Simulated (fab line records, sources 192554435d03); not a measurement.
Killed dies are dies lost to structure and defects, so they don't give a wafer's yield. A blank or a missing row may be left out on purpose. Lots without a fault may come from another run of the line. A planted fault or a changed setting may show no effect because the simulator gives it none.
Which tool did it? | flow n5_finfet | 12 lots, 35 wafers sampled, at 5 steps of a route of 1938

WHAT THE GAUGES READ, wafer by wafer
The record holds no reading of a measuring or inspecting step that can be judged against a usual standard deviation.

WHICH TOOL RAN EACH LOT (tool, then ch and the chambers of the sampled wafers, then the start)
lot  | N5_BEOL_M6_CURE_75            | N5_BEOL_M6_DEGAS_44          | N5_BEOL_M6_PRE_CLEAN_45      | N5_BEOL_M6_CVD_78                | N5_PASSIVATION_PROBE_49
L251 | uv_cure-02 ch 2, day 9 00:13  | pvd_sputter-03, day 9 00:57  | pvd_sputter-03, day 9 01:02  | cvd_co-02 ch 0,1, day 9 01:51    | prober-02, day 12 07:50
L253 | uv_cure-03 ch 2, day 9 07:06  | pvd_sputter-03, day 9 07:52  | pvd_sputter-03, day 9 07:57  | cvd_co-02 ch 0,1, day 9 08:40    | prober-01, day 12 16:07
L255 | uv_cure-02 ch 1, day 9 09:16  | pvd_sputter-02, day 9 09:38  | pvd_sputter-02, day 9 09:40  | cvd_co-01 ch 1,2, day 9 10:24    | prober-02, day 13 01:42
L254 | uv_cure-03 ch 1, day 9 14:21  | pvd_sputter-02, day 9 14:59  | pvd_sputter-02, day 9 15:02  | cvd_co-01 ch 1,2, day 9 15:40    | prober-02, day 13 19:26
L256 | uv_cure-01 ch 0, day 10 06:17 | pvd_sputter-03, day 10 07:08 | pvd_sputter-03, day 10 07:11 | cvd_co-02 ch 0,2, day 10 07:38   | prober-01, day 13 19:47
L257 | uv_cure-02 ch 1, day 10 20:28 | pvd_sputter-01, day 10 21:05 | pvd_sputter-01, day 10 21:07 | cvd_co-01 ch 0,2, day 10 21:37   | prober-01, day 14 12:19
L258 | uv_cure-03 ch 0, day 11 01:08 | pvd_sputter-03, day 11 01:26 | pvd_sputter-03, day 11 01:29 | cvd_co-01 ch 0,1, day 11 02:28   | prober-01, day 14 13:58
L261 | uv_cure-01 ch 0, day 12 01:42 | pvd_sputter-02, day 12 02:10 | pvd_sputter-02, day 12 02:12 | cvd_co-01 ch 0,1,2, day 12 02:37 | prober-01, day 15 19:22
L264 | uv_cure-02 ch 1, day 12 01:47 | pvd_sputter-02, day 12 02:05 | pvd_sputter-02, day 12 02:07 | cvd_co-02 ch 1,2, day 12 02:35   | prober-02, day 15 20:31
L259 | uv_cure-01 ch 0, day 12 03:50 | pvd_sputter-03, day 12 05:20 | pvd_sputter-03, day 12 05:23 | cvd_co-02 ch 0,1,2, day 12 05:56 | prober-01, day 16 01:25
L263 | uv_cure-03 ch 0, day 12 05:38 | pvd_sputter-02, day 12 05:50 | pvd_sputter-02, day 12 05:52 | cvd_co-02 ch 0,1,2, day 12 06:22 | prober-02, day 16 00:04
L267 | uv_cure-03 ch 2, day 13 14:10 | pvd_sputter-01, day 13 14:43 | pvd_sputter-01, day 13 14:45 | cvd_co-02 ch 1, day 13 15:49     | prober-01, day 17 14:57
- N5_BEOL_M6_CURE_75: cures SiCOH lowk, time 120 s.
- N5_BEOL_M6_DEGAS_44: time 60 s.
- N5_BEOL_M6_PRE_CLEAN_45: time 30 s.
- N5_BEOL_M6_CVD_78: deposits Co from CCTBA/H2, target thk 2 nm, time 142.3 s.
- N5_PASSIVATION_PROBE_49

WHAT THE TOOLS THEMSELVES READ (means of the sampled wafers that have a number; where no wafer has one, the mark that the record gives instead)
N5_BEOL_M6_CURE_75. Usual: lamp_power_pct 52.31 %, standard deviation 0.057; wafer_temp_C_max 372.0, standard deviation 0.57.
lot  | tool       | lamp_power_pct (%) | wafer_temp_C_max | flag
L251 | uv_cure-02 | 52.37              | 370.9            |
L253 | uv_cure-03 | 52.35              | 372.2            |
L255 | uv_cure-02 | 52.32              | 372.9            |
L254 | uv_cure-03 | 52.27              | 371.5            |
L256 | uv_cure-01 | 52.26              | 371.7            |
L257 | uv_cure-02 | 52.28              | 371.9            |
L258 | uv_cure-03 | 52.32              | 372.4            |
L261 | uv_cure-01 | 52.29              | 371.7            |
L264 | uv_cure-02 | 52.34              | 372.2            |
L259 | uv_cure-01 | 52.34              | 371.4            |
L263 | uv_cure-03 | 52.29              | 372.2            |
L267 | uv_cure-03 | 52.30              | 371.9            |

N5_BEOL_M6_DEGAS_44. Usual: heater_power_w 337 W, standard deviation 30.
lot  | tool           | heater_power_w (W) | flag
L251 | pvd_sputter-03 | 334                |
L253 | pvd_sputter-03 | 333                |
L255 | pvd_sputter-02 | 373                |
L254 | pvd_sputter-02 | 358                |
L256 | pvd_sputter-03 | 318                |
L257 | pvd_sputter-01 | 329                |
L258 | pvd_sputter-03 | 332                |
L261 | pvd_sputter-02 | 389                |
L264 | pvd_sputter-02 | 368                |
L259 | pvd_sputter-03 | 327                |
L263 | pvd_sputter-02 | 379                |
L267 | pvd_sputter-01 | 346                |

N5_BEOL_M6_PRE_CLEAN_45. Usual: heater_power_w 337 W, standard deviation 31.
lot  | tool           | heater_power_w (W) | flag
L251 | pvd_sputter-03 | 338                |
L253 | pvd_sputter-03 | 336                |
L255 | pvd_sputter-02 | 366                |
L254 | pvd_sputter-02 | 362                |
L256 | pvd_sputter-03 | 319                |
L257 | pvd_sputter-01 | 329                |
L258 | pvd_sputter-03 | 336                |
L261 | pvd_sputter-02 | 387                |
L264 | pvd_sputter-02 | 370                |
L259 | pvd_sputter-03 | 328                |
L263 | pvd_sputter-02 | 379                |
L267 | pvd_sputter-01 | 348                |

N5_BEOL_M6_CVD_78. Usual: chamber_pressure_Torr 30.00 Torr, standard deviation 0.066; run_length_s 165.4 s, standard deviation 0.58.
lot  | tool      | chamber_pressure_Torr (Torr) | run_length_s (s) | flag
L251 | cvd_co-02 | 29.99                        | 165.1            |
L253 | cvd_co-02 | 30.05                        | 165.4            |
L255 | cvd_co-01 | 29.98                        | 165.7            |
L254 | cvd_co-01 | 29.95                        | 165.4            |
L256 | cvd_co-02 | 29.95                        | 165.7            |
L257 | cvd_co-01 | 30.00                        | 165.7            |
L258 | cvd_co-01 | 29.89                        | 165.2            |
L261 | cvd_co-01 | 29.92                        | 165.3            |
L264 | cvd_co-02 | 29.94                        | 165.0            |
L259 | cvd_co-02 | 30.00                        | 165.6            |
L263 | cvd_co-02 | 30.07                        | 165.5            |
L267 | cvd_co-02 | 30.00                        | 163.4            | OFF

N5_PASSIVATION_PROBE_49. Usual: defect_limited_yield 91.5 %, standard deviation 1.4; killed_at_M0_to_M3 32, standard deviation 9.8; killed_at_M4_up 13, standard deviation 5.3; killed_at_contacts 13, standard deviation 6.4; killed_at_front_end 39, standard deviation 10; killed_at_other 3.1, standard deviation 2.5; killed_dies 100, standard deviation 17; killed_open 65, standard deviation 13; killed_short 33, standard deviation 7.7; sort_bin_5_function 5.0 %, standard deviation 0.93; sort_bin_6_memory 3.2 %, standard deviation 0.69; sort_n_pass 1080, standard deviation 17; sort_yield_pct 91.5 %, standard deviation 1.4.
lot  | tool      | defect_limited_yield (%) | killed_at_M0_to_M3 | killed_at_M4_up | killed_at_contacts | killed_at_front_end | killed_at_other | killed_dies | killed_open | killed_short | sort_bin_5_function (%) | sort_bin_6_memory (%) | sort_n_pass | sort_yield_pct (%) | flag
L251 | prober-02 | 89.8                     | 42                 | 5               | 21                 | 50                  | 2.7             | 121         | 83          | 37           | 6.0                     | 4.0                   | 1059        | 89.8               |
L253 | prober-01 | 91.2                     | 37                 | 13              | 17                 | 35                  | 2.3             | 104         | 71          | 32           | 5.1                     | 3.4                   | 1076        | 91.2               |
L255 | prober-02 | 93.1                     | 27                 | 10              | 8                  | 34                  | 2.7             | 81          | 51          | 29           | 4.1                     | 2.5                   | 1099        | 93.1               |
L254 | prober-02 | 90.9                     | 35                 | 16              | 13                 | 39                  | 4.3             | 107         | 70          | 35           | 5.1                     | 3.4                   | 1073        | 90.9               |
L256 | prober-01 | 91.9                     | 29                 | 10              | 6                  | 47                  | 3.7             | 95          | 59          | 34           | 4.6                     | 3.0                   | 1085        | 91.9               |
L257 | prober-01 | 91.5                     | 35                 | 15              | 12                 | 37                  | 2.3             | 101         | 62          | 37           | 5.1                     | 3.2                   | 1079        | 91.5               |
L258 | prober-01 | 92.1                     | 39                 | 14              | 5                  | 34                  | 1.3             | 93          | 63          | 29           | 4.3                     | 3.2                   | 1087        | 92.1               |
L261 | prober-01 | 90.3                     | 37                 | 20              | 14                 | 41                  | 3.3             | 115         | 80          | 34           | 5.6                     | 3.9                   | 1065        | 90.3               |
L264 | prober-02 | 92.2                     | 33                 | 10              | 11                 | 31                  | 7.7             | 92          | 58          | 34           | 4.5                     | 3.0                   | 1088        | 92.2               |
L259 | prober-01 | 89.6                     | 36                 | 13              | 28                 | 44                  | 1.0             | 122         | 86          | 35           | 6.7                     | 3.2                   | 1058        | 89.6               |
L263 | prober-02 | 91.9                     | 25                 | 10              | 13                 | 46                  | 2.7             | 96          | 63          | 33           | 4.7                     | 3.1                   | 1084        | 91.9               |
L267 | prober-01 | 92.5                     | 28                 | 14              | 6                  | 38                  | 3.0             | 88          | 59          | 28           | 4.4                     | 2.9                   | 1092        | 92.5               |

THE ANSWER, worked out from the rows above alone
Rule: a lot is off if the mean of its wafers that have a number lies more than 3 standard deviations from the usual mean. A lot without any number at a reading at which 4 lots or more have one is off too. The other lots that the step has rows for count as sound. The gauges are gone through in route order, then the tools' own readings, and for those a lot's mean is taken as printed above. The first step at which some lot is off is used, and at that step the reading that is off furthest; a lot without a number counts as furthest.
Off: L267, at N5_BEOL_M6_CVD_78 (run_length_s).
A tool fits if, at that step or a process step before it, it ran every lot that is off, and no sound lot after the first of them. Can't be told from this: 3 tools fit, uv_cure-03 at N5_BEOL_M6_CURE_75, pvd_sputter-01 at N5_BEOL_M6_DEGAS_44 and N5_BEOL_M6_PRE_CLEAN_45, cvd_co-02 at N5_BEOL_M6_CVD_78.

WHAT THE SIMULATOR HAD PUT IN
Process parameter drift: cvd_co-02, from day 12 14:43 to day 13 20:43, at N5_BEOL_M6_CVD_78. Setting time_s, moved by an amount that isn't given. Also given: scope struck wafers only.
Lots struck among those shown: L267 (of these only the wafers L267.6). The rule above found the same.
